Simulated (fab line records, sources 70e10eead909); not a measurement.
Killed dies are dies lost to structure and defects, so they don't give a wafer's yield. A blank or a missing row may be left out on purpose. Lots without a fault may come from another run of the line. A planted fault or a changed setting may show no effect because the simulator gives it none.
Chamber matching | flow nand_harc | NHARC_A_CONTACT_DEP_29 on pecvd-02: 3 sister chambers
The step deposits SiON, target thk 100 nm. 3 wafers are shown with their chamber, then 8 later ones without.

WAFERS WITH THEIR CHAMBER
wafer  | chamber | heater_power_w (W)
L087.1 | 0       | 843
L092.5 | 1       | 952
L093.1 | 2       | 886

WAFERS WITHOUT THEIR CHAMBER
wafer  | heater_power_w (W)
L093.4 | 911
L093.5 | 894
L094.1 | 934
L094.3 | 924
L094.5 | 930
L096.1 | 892
L096.4 | 822
L096.5 | 905

WHICH CHAMBER EACH WENT THROUGH
wafer  | from the rows above     | in truth
L093.4 | can't be placed: 2 or 1 | 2
L093.5 | 2                       | 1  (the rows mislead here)
L094.1 | can't be placed: 1 or 2 | 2
L094.3 | can't be placed: 1 or 2 | 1
L094.5 | can't be placed: 1 or 2 | 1
L096.1 | 2                       | 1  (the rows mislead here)
L096.4 | 0                       | 0
L096.5 | can't be placed: 2 or 1 | 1
Placed correctly: 1 of 8. Can't be placed from these rows: 5 (the true chamber is among the candidates in 5). Placed wrongly: 2.
How it was worked out, from the rows above alone: a wafer's distance from a chamber is the root of the sum, over the readings, of the square of ((its reading less the chamber's mean) divided by the reading's scatter). The wafer belongs to the nearest chamber; if the next one is less than 2 further off, it can't be placed. A chamber's mean is the mean of its shown wafers. The scatter: with one shown wafer a chamber, the root of the mean of the squares of how far each hidden wafer lies from its nearest shown one.
